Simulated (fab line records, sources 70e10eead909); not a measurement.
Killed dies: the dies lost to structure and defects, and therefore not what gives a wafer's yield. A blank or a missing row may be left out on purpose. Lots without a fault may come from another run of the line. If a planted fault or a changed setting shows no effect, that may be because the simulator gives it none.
Problem report in the 8D (eight disciplines) form, filled by code ; flow nand harc ; the parts of the form that need people (team, actions taken, sign-off) are left out

## 1. THE PROBLEM
heater power total W at NHARC_A_CONTACT_SOFTBAKE_03 reads a mean of 222.53 W on 3 wafers of 3 lots; wafers without a fault read 188.44 W with a standard deviation of 0.14. So: +99 or more standard deviations from the usual mean.
The step: time 55 s.
The first sign was on wafer L403.6 at day 21 13:00, on litho track-01. At this step, 42 wafers from 15 lots have a number in the record. The rule behind "out" and "out of limits": a value lying over 4 standard deviations away from the usual mean. Any other wafer with a number is counted as sound.

## 2. WHAT IT IS AND WHAT IT IS NOT
question;is;is not
which readings at this step;heater power total W;-
which lots;L403, L404, L408;L386, L387, L388, L389, L390, L391, L392, L393, L396, L397, L399, L400
which wafers of those lots;L403.6, L404.6, L408.6;L403.3, L404.3, L408.3
read on which tools;litho track-01;litho track-04, litho track-06
when;from day 21 13:00;"up to then (37 sound wafers); but 2 sound wafers of L404, L408 came after"

## 3. WHAT RULES OUT EACH SUSPECT
Counting: if a tool at a process step up to the reading ran every lot that is out, it stays a suspect. Sound lots after the first of them don't rule it out here, since some wafers of a struck lot are sound.
- litho track-01 at NHARC_A_CONTACT_SOFTBAKE_03 (time 55 s): kept. Every lot that is out went through it, the first being L403 (day 21 13:00); the last sound lot it ran before that was L399 (day 19 21:00). Its own heater power total W readings are out on those wafers.
Remaining after the count: litho track-01 at NHARC_A_CONTACT_SOFTBAKE_03.

## 4. THE CAUSE (what the simulator had put in)
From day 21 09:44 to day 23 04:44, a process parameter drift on litho track-01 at NHARC_A_CONTACT_SOFTBAKE_03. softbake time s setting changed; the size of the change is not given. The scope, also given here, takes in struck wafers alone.
After counting, this tool was the only one left.

## 5. SEQUENCE OF EFFECTS, ordered by route
One row per reading whose mean, taken over the struck wafers that have a number, lies over 3 standard deviations from the usual. Only readings whose record carries a usual standard deviation are examined. hours: median over the lots of the time between each lot's start at the first step of this table that gives one and its start at this step. sigmas: the change, counted in usual standard deviations.
hours;step;reading;usual;on struck wafers;change;sigmas
0;NHARC_A_CONTACT_SOFTBAKE_03;heater power total W;188.44 W;222.53;+34.09;+99 or more
Here are the process steps it includes:
- NHARC_A_CONTACT_SOFTBAKE_03: time 55 s.

## 6. HOW IT WOULD HAVE BEEN CAUGHT EARLIER
3 hours passed between the start of the fault at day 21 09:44 and the first reading out of limits in this record, taken at day 21 13:00.
